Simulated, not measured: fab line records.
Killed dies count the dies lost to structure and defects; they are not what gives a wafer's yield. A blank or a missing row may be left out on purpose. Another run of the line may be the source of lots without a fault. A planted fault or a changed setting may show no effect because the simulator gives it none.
fab line records | flow n5_finfet | part 1 of 2: steps 1 to 4 of 6
record: lots: 24 wafers: 72 last_day: 17
route steps=1938 shown BEOL_M8@1377 BEOL_M9@1404
lots that met no fault: taken from a fault-free run of the same line
start_h: start of the lot's first displayed wafer, in hours after the record's first day | wait_h: how many hours have passed since the lot's step before this one | " the same as in the row above | L1.1+2: a single row standing in for several wafers | - value missing, or start not given | * or withheld: withheld | < > ~ a bound
route shown NAME@n: a module of which the file shows steps, and the number in the route of the first | usual: average and standard deviation across the fault-free wafers | same: alike in all rows | chamber/n: place in a boat | sites: the reading at each site | _std_site: standard deviation of those values | _edge_site: outer sites' mean less inner sites' | radius_mm: for every site, how far away it sits from the centre of the wafer | mask NAME#n: copy n | behind: tool/chamber where the wafer was last shaped | hold: why the lot was held/for how many hours/how that ended | device: which transistor (n, p or np) failed to switch | end of line: at the end of the route, the tests of the same wafers | step lacking rows: just its recipe | killed: count of dies lost to structure and defects at first sort (not the wafer's yield) | map: shows each die of a wafer: x if killed, . if not, _ if none is there
set.NAME: setting as actually run; set.NAME@STEP: the setting as run at that earlier step | model.NAME: the simulator's own value behind a step, which no gauge read
steps of the route over a sample of lots; a table a step, a row a wafer
services: when a tool's chamber went out of use (start_h, in hours from the record's first day, below 0 if earlier), for how many hours, and the reason
== steps ==
step: N5_BEOL_M8_TRENCH_ETCH_37
recipe: chemistry: C4F6/O2 target_depth_a: 934.78 target: SiCOH_lowk time_s: 31.2 ion_energy_ev: 250 pressure_mtorr: 30 source_w: 345 bias_w: 185 Ar_flow_sccm: 300 C4F6_flow_sccm: 10 O2_flow_sccm: 10
usual: C4F6_flow_sccm: 10.000/0.029 chamber_pressure_mTorr: 30.001/0.027 drypump_motor_current_A: 6.0/0.38 oes_product_au: 0.78/0.095 rf_vpp_V: 666/21 showerhead_plenum_p_Torr: 2.84/0.086 throttle_valve_pct: 20.84/0.28
columns lot.wafer tool chamber start_h wait_h C4F6_flow_sccm chamber_pressure_mTorr drypump_motor_current_A oes_product_au rf_hours_counter_h rf_vpp_V showerhead_plenum_p_Torr throttle_valve_pct
L075.2 rie_diel-04 2 - - 9.930 30.008 5.5 0.81 65 666 2.78 20.77
L075.5 " 0 " " 9.998 29.984 5.9 0.70 - 641 2.70 20.66
L075.6 " 3 " " 10.022 29.997 6.3 0.70 - 665 2.89 20.60
L074.2 rie_diel-03 2 - - 9.973 30.009 5.8 0.90 22 680 2.93 21.15
L074.4 " 0 " " 9.990 29.974 6.5 0.88 43 700 2.90 21.22
L074.6 " 3 " " 9.970 30.009 5.9 0.71 - 644 2.82 21.16
L076.3 rie_diel-06 2 - - 10.011 30.004 5.9 0.97 4 637 2.80 20.75
L076.4 " 3 " " 10.048 29.965 5.5 0.72 200 655 2.82 21.01
L076.5 " 2 " " 10.004 30.016 5.9 0.96 - 636 2.80 20.75
L077.1 rie_diel-03 3 - - 10.001 29.992 5.8 0.71 206 644 2.82 21.18
L077.2 " 1 " " 10.015 30.015 5.5 0.69 202 681 2.93 20.77
L077.5 " 1 " " 10.047 30.001 5.5 0.69 - 680 2.93 20.76
L080.2 rie_diel-03 0 - - 9.983 29.965 6.5 0.86 49 701 2.90 21.22
L080.4 " 2 " " 10.011 29.979 5.8 0.89 28 679 2.93 21.17
L080.5 " 1 " " 9.984 30.026 5.5 0.69 - 680 2.93 20.77
L078.1 rie_diel-04 1 - - 9.964 29.993 6.6 0.72 217 702 2.89 20.80
L078.4 " 2 " " 10.014 29.970 5.6 0.80 75 666 2.77 20.77
L078.6 " 3 " " 9.994 29.990 6.3 0.69 - 665 2.88 20.62
L079.2 rie_diel-03 1 - - 9.964 30.012 5.5 0.68 205 680 2.93 20.76
L079.4 " 2 " " 10.016 30.010 5.8 0.88 30 679 2.93 21.17
L079.6 " 0 " " 9.955 29.989 6.5 0.85 - 699 2.90 21.23
L081.4 rie_diel-04 2 - - 10.034 30.013 5.6 0.80 81 665 2.77 20.80
L081.5 " 1 " " 9.979 29.983 6.6 0.71 - 702 2.89 20.80
L081.6 " 0 " " 10.002 29.975 6.0 0.69 - 642 2.69 20.69
L083.3 rie_diel-06 0 - - 9.980 29.995 6.1 0.84 54 634 3.01 21.10
L083.4 " 1 " " 10.009 30.044 6.6 0.90 32 666 2.89 20.56
L083.6 " 0 " " 10.035 30.033 6.1 0.85 - 635 3.01 21.12
L082.3 rie_diel-04 0 - - 10.025 30.010 6.0 0.69 217 642 2.69 20.67
L082.5 " 0 " " 10.010 30.014 6.0 0.69 - 641 2.69 20.69
L082.6 " 1 " " 9.983 29.987 6.6 0.70 - 700 2.88 20.80
L085.2 rie_diel-03 1 - - 9.993 30.023 5.5 0.68 215 680 2.93 20.78
L085.3 " 2 " " 10.005 30.018 5.8 0.87 39 680 2.93 21.17
L085.6 " 2 " " 10.036 29.982 5.8 0.87 - 680 2.93 21.17
L086.2 rie_diel-06 1 - - 10.004 30.020 6.6 0.89 41 666 2.89 20.58
L086.3 " 2 " " 9.986 29.999 5.9 0.91 24 635 2.79 20.79
L086.6 " 1 " " 10.013 29.977 6.6 0.89 - 666 2.88 20.59
L084.1 rie_diel-03 1 - - 10.066 30.045 5.5 0.68 220 680 2.93 20.80
L084.3 " 3 " " 9.972 30.077 5.9 0.70 223 643 2.81 21.22
L084.4 " 2 " " 9.994 29.992 5.9 0.86 43 680 2.92 21.17
L087.2 rie_diel-06 3 - - 9.956 30.023 5.6 0.72 223 657 2.81 21.04
L087.4 " 2 " " 10.008 29.989 5.9 0.90 27 636 2.79 20.80
L087.6 " 2 " " 10.026 30.002 5.9 0.89 - 638 2.79 20.79
L089.1 rie_diel-04 2 - - 9.992 30.016 5.5 0.77 102 665 2.76 20.84
L089.4 " 0 " " 10.055 30.000 6.0 0.68 - 641 2.68 20.72
L089.6 " 3 " " 9.982 29.996 6.3 0.97 - 668 2.87 20.21
L088.2 rie_diel-03 0 - - 9.994 30.022 6.5 0.82 75 698 2.88 21.27
L088.4 " 2 " " 9.932 29.989 5.8 0.84 52 680 2.92 21.21
L088.6 " 2 " " 9.956 30.013 5.8 0.85 - 677 2.92 21.21
L090.2 rie_diel-04 0 - - 10.045 29.936 5.9 0.68 240 641 2.68 20.71
L090.4 " 2 " " 10.032 30.028 5.5 0.78 - 666 2.76 20.83
L090.6 " 3 " " 10.031 29.983 6.3 0.96 - 665 2.87 20.21
L091.3 rie_diel-06 2 - - 9.981 30.040 6.0 0.89 38 637 2.78 20.81
L091.4 " 1 " " 9.995 29.968 6.6 0.88 53 665 2.88 20.60
L091.6 " 2 " " 9.978 30.032 6.0 0.89 - 637 2.78 20.81
L093.4 rie_diel-04 0 - - 9.997 30.045 6.0 0.67 244 641 2.68 20.73
L093.5 " 1 " " 10.008 29.981 6.6 0.69 - 702 2.88 20.85
L093.6 " 2 " " 9.963 29.985 5.6 0.77 - 664 2.76 20.82
L094.1 rie_diel-04 2 - - 9.980 29.991 5.5 0.77 112 664 2.76 20.83
L094.4 " 1 " " 9.970 29.989 6.6 0.69 - 701 2.87 20.83
L094.6 " 2 " " 9.976 30.007 5.5 0.77 - 665 2.76 20.84
L092.1 rie_diel-04 1 - - 9.935 30.037 6.6 0.69 248 700 2.87 20.83
L092.3 " 0 " " 9.993 30.017 6.0 0.67 245 641 2.68 20.71
L092.4 " 3 " " 10.028 30.002 6.3 0.94 18 665 2.87 20.23
L095.2 rie_diel-03 3 - - 9.951 29.942 5.9 0.69 241 643 2.81 21.24
L095.5 " 1 " " 9.976 30.008 5.5 0.66 - 680 2.92 20.82
L095.6 " 0 " " 10.002 30.016 6.5 0.82 - 700 2.88 21.26
L096.2 rie_diel-04 3 - - 9.981 29.984 6.3 0.93 20 666 2.87 20.22
L096.4 " 1 " " 9.979 30.029 6.6 0.68 249 701 2.87 20.83
L096.5 " 2 " " 10.049 30.015 5.6 0.77 - 665 2.75 20.84
L097.2 rie_diel-04 2 - - 9.994 29.958 5.5 0.76 116 665 2.75 20.85
L097.5 " 2 " " 10.003 29.963 5.5 0.76 - 666 2.75 20.84
L097.6 " 3 " " 9.972 30.043 6.3 0.93 - 667 2.87 20.24
step: N5_BEOL_M8_STRIP_80
recipe: chemistry: N2/H2 time_s: 10 power_w: 450 temp_c: 40 pressure_mtorr: 20 rf_frequency_hz: 6e+07 bias_power_w: 7 n2_flow_sccm: 200 h2_flow_sccm: 200
usual: chamber_pressure_mTorr: 19.998/0.024 drypump_motor_current_A: 6.0/0.39 oes_product_au: 0.79/0.093 rf_vpp_V: 59.1/0.83 showerhead_plenum_p_Torr: 2.55/0.08 throttle_valve_pct: 23.7/0.38
columns lot.wafer tool chamber start_h wait_h chamber_pressure_mTorr drypump_motor_current_A oes_product_au rf_hours_counter_h rf_vpp_V showerhead_plenum_p_Torr throttle_valve_pct
L075.2 rie_diel-04 2 - - 19.966 5.5 0.82 65 59.1 2.47 23.6
L075.5 " 0 " " 19.991 6.0 0.72 - 57.8 2.41 23.6
L075.6 " 3 " " 20.010 6.3 0.69 - 60.0 2.61 23.4
L074.2 rie_diel-03 2 - - 20.016 5.8 0.91 22 59.6 2.59 23.9
L074.4 " 0 " " 20.033 6.5 0.89 43 59.3 2.61 24.4
L074.6 " 3 " " 20.022 5.9 0.73 - 58.5 2.54 24.2
L076.3 rie_diel-06 2 - - 20.019 6.0 0.95 4 59.1 2.49 23.5
L076.4 " 3 " " 20.024 5.5 0.71 201 58.6 2.54 24.3
L076.5 " 2 " " 20.030 5.9 0.96 - 57.7 2.49 23.5
L077.1 rie_diel-03 3 - - 19.970 5.8 0.71 206 59.9 2.54 24.2
L077.2 " 1 " " 19.982 5.5 0.69 202 59.7 2.61 23.6
L077.5 " 1 " " 19.992 5.5 0.70 - 59.3 2.61 23.6
L080.2 rie_diel-03 0 - - 20.013 6.5 0.87 49 59.5 2.60 24.4
L080.4 " 2 " " 20.003 5.9 0.88 28 60.2 2.59 23.9
L080.5 " 1 " " 19.984 5.5 0.69 - 58.4 2.61 23.6
L078.1 rie_diel-04 1 - - 19.983 6.6 0.72 217 58.6 2.64 23.8
L078.4 " 2 " " 20.002 5.5 0.81 75 61.3 2.47 23.6
L078.6 " 3 " " 19.999 6.3 0.69 - 58.2 2.61 23.4
L079.2 rie_diel-03 1 - - 20.021 5.5 0.70 205 59.0 2.61 23.6
L079.4 " 2 " " 20.002 5.8 0.89 30 60.4 2.58 23.9
L079.6 " 0 " " 20.030 6.5 0.87 - 60.5 2.60 24.4
L081.4 rie_diel-04 2 - - 19.999 5.5 0.80 81 58.9 2.47 23.7
L081.5 " 1 " " 20.003 6.6 0.72 - 58.6 2.63 23.9
L081.6 " 0 " " 20.031 6.0 0.69 - 58.0 2.41 23.7
L083.3 rie_diel-06 0 - - 19.836 6.1 0.85 54 58.9 2.68 23.7
L083.4 " 1 " " 19.998 6.6 0.92 32 59.8 2.59 23.2
L083.6 " 0 " " 19.992 6.1 0.85 - 58.9 2.68 23.7
L082.3 rie_diel-04 0 - - 20.015 6.0 0.70 217 58.6 2.41 23.7
L082.5 " 0 " " 19.974 6.0 0.69 - 58.4 2.41 23.7
L082.6 " 1 " " 20.021 6.6 0.72 - 58.4 2.63 23.8
L085.2 rie_diel-03 1 - - 19.979 5.5 0.68 215 59.7 2.61 23.6
L085.3 " 2 " " 20.004 5.8 0.86 39 57.6 2.58 23.9
L085.6 " 2 " " 20.010 5.8 0.86 - 59.1 2.58 23.9
L086.2 rie_diel-06 1 - - 20.005 6.6 0.89 41 60.7 2.58 23.3
L086.3 " 2 " " 20.049 6.0 0.90 24 58.4 2.48 23.5
L086.6 " 1 " " 19.990 6.6 0.90 - 60.0 2.58 23.2
L084.1 rie_diel-03 1 - - 20.010 5.5 0.68 220 58.7 2.60 23.7
L084.3 " 3 " " 20.018 5.9 0.72 223 58.3 2.53 24.2
L084.4 " 2 " " 20.005 5.8 0.86 43 58.5 2.58 23.9
L087.2 rie_diel-06 3 - - 19.991 5.6 0.70 223 58.7 2.53 24.3
L087.4 " 2 " " 19.994 5.9 0.88 27 56.9 2.48 23.5
L087.6 " 2 " " 19.979 6.0 0.89 - 59.4 2.48 23.5
L089.1 rie_diel-04 2 - - 19.991 5.5 0.78 102 58.9 2.46 23.7
L089.4 " 0 " " 20.030 5.9 0.68 - 57.8 2.40 23.7
L089.6 " 3 " " 19.961 6.3 0.96 - 58.8 2.60 23.0
L088.2 rie_diel-03 0 - - 20.005 6.5 0.84 75 60.6 2.59 24.4
L088.4 " 2 " " 20.026 5.8 0.86 52 59.5 2.58 23.9
L088.6 " 2 " " 20.008 5.8 0.85 - 58.5 2.58 23.9
L090.2 rie_diel-04 0 - - 19.986 6.0 0.68 240 59.0 2.40 23.7
L090.4 " 2 " " 19.979 5.6 0.78 - 58.5 2.46 23.7
L090.6 " 3 " " 19.985 6.3 0.95 - 59.2 2.60 23.0
L091.3 rie_diel-06 2 - - 19.989 5.9 0.88 38 60.0 2.48 23.5
L091.4 " 1 " " 19.993 6.6 0.87 53 59.3 2.58 23.3
L091.6 " 2 " " 19.990 5.9 0.88 - 58.4 2.48 23.5
L093.4 rie_diel-04 0 - - 20.029 6.0 0.67 244 57.0 2.39 23.7
L093.5 " 1 " " 20.037 6.6 0.70 - 59.1 2.62 23.9
L093.6 " 2 " " 19.963 5.5 0.77 - 58.2 2.45 23.7
L094.1 rie_diel-04 2 - - 20.025 5.5 0.77 112 59.3 2.45 23.7
L094.4 " 1 " " 19.980 6.7 0.70 - 60.0 2.62 23.9
L094.6 " 2 " " 20.029 5.5 0.76 - 57.6 2.45 23.7
L092.1 rie_diel-04 1 - - 20.022 6.6 0.70 248 58.7 2.62 23.9
L092.3 " 0 " " 20.004 6.0 0.68 245 59.2 2.39 23.7
L092.4 " 3 " " 19.975 6.3 0.93 18 59.0 2.60 23.0
L095.2 rie_diel-03 3 - - 19.993 5.9 0.70 241 59.9 2.52 24.3
L095.5 " 1 " " 19.990 5.5 0.68 - 59.3 2.60 23.7
L095.6 " 0 " " 20.002 6.5 0.83 - 59.0 2.59 24.4
L096.2 rie_diel-04 3 - - 19.988 6.3 0.93 20 59.6 2.60 23.0
L096.4 " 1 " " 20.002 6.6 0.69 250 59.3 2.62 23.9
L096.5 " 2 " " 20.014 5.5 0.76 - 60.0 2.45 23.7
L097.2 rie_diel-04 2 - - 19.998 5.5 0.76 116 59.7 2.45 23.7
L097.5 " 2 " " 19.999 5.5 0.76 - 58.4 2.45 23.7
L097.6 " 3 " " 20.003 6.3 0.92 - 60.1 2.60 23.0
step: N5_BEOL_M8_OCD_MEAS_38
usual: trench_depth_nm: 92.2/1.7
columns lot.wafer tool chamber start_h wait_h trench_depth_nm
L075.2 ocd-02 - 202.29 - 93.4
L075.5 " - " " 89.3
L075.6 " - " " 91.5
L074.2 ocd-01 - 210.45 - 92.5
L074.4 " - " " 93.5
L074.6 " - " " 92.0
L076.3 ocd-01 - 215.86 - 92.4
L076.4 " - " " 91.7
L076.5 " - " " 92.6
L077.1 ocd-02 - 222.77 - 92.9
L077.2 " - " " 90.1
L077.5 " - " " 89.5
L080.2 ocd-02 - 226.55 - 92.9
L080.4 " - " " 92.7
L080.5 " - " " 90.2
L078.1 ocd-01 - 226.71 - 90.1
L078.4 " - " " 93.1
L078.6 " - " " 92.8
L079.2 ocd-01 - 233.07 - 90.4
L079.4 " - " " 93.2
L079.6 " - " " 93.9
L081.4 ocd-01 - 248.16 - 94.8
L081.5 " - " " 90.7
L081.6 " - " " 90.1
L083.3 ocd-02 - 251.27 - 92.7
L083.4 " - " " 91.7
L083.6 " - " " 93.2
L082.3 ocd-01 - 253.70 - 89.7
L082.5 " - " " 89.1
L082.6 " - " " 90.4
L085.2 ocd-02 - 260.24 - 89.6
L085.3 " - " " 93.0
L085.6 " - " " 91.9
L086.2 ocd-01 - 274.75 - 92.8
L086.3 " - " " 93.7
L086.6 " - " " 93.3
L084.1 ocd-02 - 275.37 - 90.1
L084.3 " - " " 92.5
L084.4 " - " " 92.8
L087.2 ocd-02 - 282.12 - 92.5
L087.4 " - " " 93.2
L087.6 " - " " 91.8
L089.1 ocd-01 - 301.72 - 93.5
L089.4 " - " " 89.8
L089.6 " - " " 95.0
L088.2 ocd-02 - 303.66 - 94.2
L088.4 " - " " 93.5
L088.6 " - " " 92.9
L090.2 ocd-02 - 310.37 - 89.1
L090.4 " - " " 94.9
L090.6 " - " " 93.2
L091.3 ocd-02 - 314.46 - 94.5
L091.4 " - " " 93.4
L091.6 " - " " 94.5
L093.4 ocd-01 - 317.57 - 89.1
L093.5 " - " " 89.8
L093.6 " - " " 93.0
L094.1 ocd-01 - 323.57 - 94.9
L094.4 " - " " 89.6
L094.6 " - " " 94.2
L092.1 ocd-01 - 327.34 - 90.6
L092.3 " - " " 88.5
L092.4 " - " " 92.5
L095.2 ocd-01 - 330.28 - 93.5
L095.5 " - " " 90.5
L095.6 " - " " 93.4
L096.2 ocd-02 - 335.10 - 93.4
L096.4 " - " " 89.5
L096.5 " - " " 94.0
L097.2 ocd-01 - 337.33 - 93.6
L097.5 " - " " 93.9
L097.6 " - " " 93.2
step: N5_BEOL_M8_CD_MEAS_35
recipe: target_cd_nm: 40 polarity: opening
usual: cd_nm: 39.8/0.77
columns lot.wafer tool chamber start_h wait_h cd_nm
L075.2 cd_sem-03 - 202.44 0.0 40.0
L075.5 " - " " 38.6
L075.6 " - " " 39.6
L074.2 cd_sem-01 - 210.60 0.0 39.5
L074.4 " - " " 39.0
L074.6 " - " " 39.4
L076.3 cd_sem-01 - 216.01 0.0 40.2
L076.4 " - " " 39.5
L076.5 " - " " 39.3
L077.1 cd_sem-02 - 222.93 0.0 40.1
L077.2 " - " " 40.9
L077.5 " - " " 40.3
L080.2 cd_sem-03 - 226.70 0.0 40.1
L080.4 " - " " 40.1
L080.5 " - " " 39.2
L078.1 cd_sem-03 - 226.86 0.0 39.0
L078.4 " - " " 40.7
L078.6 " - " " 40.3
L079.2 cd_sem-03 - 233.22 0.0 39.6
L079.4 " - " " 41.1
L079.6 " - " " 39.3
L081.4 cd_sem-01 - 248.31 0.0 39.7
L081.5 " - " " 39.1
L081.6 " - " " 38.6
L083.3 cd_sem-02 - 251.42 0.0 39.1
L083.4 " - " " 39.5
L083.6 " - " " 40.1
L082.3 cd_sem-03 - 253.85 0.0 39.0
L082.5 " - " " 39.1
L082.6 " - " " 39.0
L085.2 cd_sem-02 - 260.39 0.0 38.8
L085.3 " - " " 39.5
L085.6 " - " " 40.1
L086.2 cd_sem-03 - 274.91 0.0 39.6
L086.3 " - " " 41.0
L086.6 " - " " 39.9
L084.1 cd_sem-03 - 275.52 0.0 40.2
L084.3 " - " " 40.3
L084.4 " - " " 40.5
L087.2 cd_sem-01 - 282.29 0.0 40.3
L087.4 " - " " 39.5
L087.6 " - " " 40.2
L089.1 cd_sem-01 - 301.87 0.0 40.4
L089.4 " - " " 41.2
L089.6 " - " " 39.2
L088.2 cd_sem-03 - 303.81 0.0 40.0
L088.4 " - " " 39.1
L088.6 " - " " 40.0
L090.2 cd_sem-03 - 310.53 0.0 39.3
L090.4 " - " " 40.0
L090.6 " - " " 39.8
L091.3 cd_sem-01 - 314.62 0.0 40.7
L091.4 " - " " 40.4
L091.6 " - " " 40.8
L093.4 cd_sem-03 - 317.73 0.0 38.8
L093.5 " - " " 38.2
L093.6 " - " " 38.4
L094.1 cd_sem-01 - 323.72 0.0 40.1
L094.4 " - " " 40.5
L094.6 " - " " 39.0
L092.1 cd_sem-03 - 327.59 0.0 40.1
L092.3 " - " " 38.8
L092.4 " - " " 39.9
L095.2 cd_sem-01 - 330.44 0.0 41.9
L095.5 " - " " 40.2
L095.6 " - " " 41.1
L096.2 cd_sem-03 - 335.35 0.0 39.3
L096.4 " - " " 39.2
L096.5 " - " " 40.1
L097.2 cd_sem-03 - 337.58 0.0 40.3
L097.5 " - " " 40.6
L097.6 " - " " 40.7
